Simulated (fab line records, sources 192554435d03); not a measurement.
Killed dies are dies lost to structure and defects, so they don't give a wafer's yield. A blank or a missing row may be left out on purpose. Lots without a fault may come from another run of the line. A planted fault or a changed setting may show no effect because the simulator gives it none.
Chamber matching | flow n5_finfet | N5_FIN_CUT_CUT_ETCH_15 on rie_si-01: 4 sister chambers
The step etches Si in HBr/Cl2/O2, target depth 100 nm, bt time 10 s, time 42.4 s. 8 wafers are shown with their chamber, then 9 later ones without.

WAFERS WITH THEIR CHAMBER
wafer  | chamber | throttle_valve_pct (%) | oes_product_au (a.u.)
L080.4 | 3       | 36.7                   | 1.015
L080.6 | 2       | 37.9                   | 0.992
L083.1 | 3       | 36.7                   | 1.013
L083.4 | 0       | 37.4                   | 1.028
L083.5 | 1       | 36.7                   | 1.001
L087.1 | 2       | 37.9                   | 1.003
L087.2 | 0       | 37.4                   | 1.030
L087.5 | 1       | 36.6                   | 0.994

WAFERS WITHOUT THEIR CHAMBER
wafer  | throttle_valve_pct (%) | oes_product_au (a.u.)
L089.1 | 37.4                   | 1.021
L089.2 | 36.7                   | 1.009
L089.6 | 37.9                   | 0.987
L094.2 | 37.4                   | 1.024
L094.3 | 36.7                   | 1.014
L094.4 | 37.9                   | 0.998
L096.3 | 36.6                   | 0.997
L096.4 | 37.4                   | 1.027
L096.5 | 37.4                   | 1.019

WHICH CHAMBER EACH WENT THROUGH
wafer  | from the rows above     | in truth
L089.1 | 0                       | 0
L089.2 | can't be placed: 3 or 1 | 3
L089.6 | 2                       | 2
L094.2 | 0                       | 0
L094.3 | 3                       | 3
L094.4 | 2                       | 2
L096.3 | 1                       | 1
L096.4 | 0                       | 0
L096.5 | 0                       | 0
Placed correctly: 8 of 9. Can't be placed from these rows: 1 (the true chamber is among the candidates in 1). Placed wrongly: 0.
How it was worked out, from the rows above alone: a wafer's distance from a chamber is the root of the sum, over the readings, of the square of ((its reading less the chamber's mean) divided by the reading's scatter). The wafer belongs to the nearest chamber; if the next one is less than 2 further off, it can't be placed. A chamber's mean is the mean of its shown wafers. The scatter: the root of (the sum of the squares of (reading less its chamber's mean) over the shown wafers, divided by (wafers less chambers)).
